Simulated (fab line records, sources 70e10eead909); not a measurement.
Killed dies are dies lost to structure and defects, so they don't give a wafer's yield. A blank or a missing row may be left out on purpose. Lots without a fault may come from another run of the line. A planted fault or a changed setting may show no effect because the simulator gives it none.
Chamber matching | flow nand_harc | NHARC_A_STAIRCASE_CMP_152 on cmp-01: 4 sister chambers
The step polishes. 8 wafers are shown with their chamber, then 11 later ones without.

WAFERS WITH THEIR CHAMBER
wafer  | chamber | motor_current_A (A)
L089.3 | 0       | 11.1
L093.2 | 3       | 13.0
L093.4 | 2       | 13.6
L093.6 | 2       | 13.2
L092.2 | 3       | 12.6
L092.4 | 1       | 12.7
L092.5 | 0       | 11.4
L095.3 | 1       | 12.3

WAFERS WITHOUT THEIR CHAMBER
wafer  | motor_current_A (A)
L095.4 | 13.4
L095.6 | 12.8
L095.1 | 11.6
L095.2 | 13.3
L095.5 | 14.2
L096.1 | 11.8
L096.3 | 13.6
L096.5 | 13.1
L097.2 | 12.8
L097.3 | 14.0
L097.6 | 12.4

WHICH CHAMBER EACH WENT THROUGH
wafer  | from the rows above          | in truth
L095.4 | 2                            | 2
L095.6 | can't be placed: 3 or 1      | 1
L095.1 | 0                            | 0
L095.2 | can't be placed: 2 or 3      | 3
L095.5 | 2                            | 2
L096.1 | can't be placed: 0 or 1 or 3 | 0
L096.3 | 2                            | 2
L096.5 | can't be placed: 2 or 3 or 1 | 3
L097.2 | can't be placed: 3 or 1      | 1
L097.3 | 2                            | 2
L097.6 | can't be placed: 1 or 3      | 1
Placed correctly: 5 of 11. Can't be placed from these rows: 6 (the true chamber is among the candidates in 6). Placed wrongly: 0.
How it was worked out, from the rows above alone: a wafer's distance from a chamber is the root of the sum, over the readings, of the square of ((its reading less the chamber's mean) divided by the reading's scatter). The wafer belongs to the nearest chamber; if the next one is less than 2 further off, it can't be placed. A chamber's mean is the mean of its shown wafers. The scatter: the root of (the sum of the squares of (reading less its chamber's mean) over the shown wafers, divided by (wafers less chambers)).
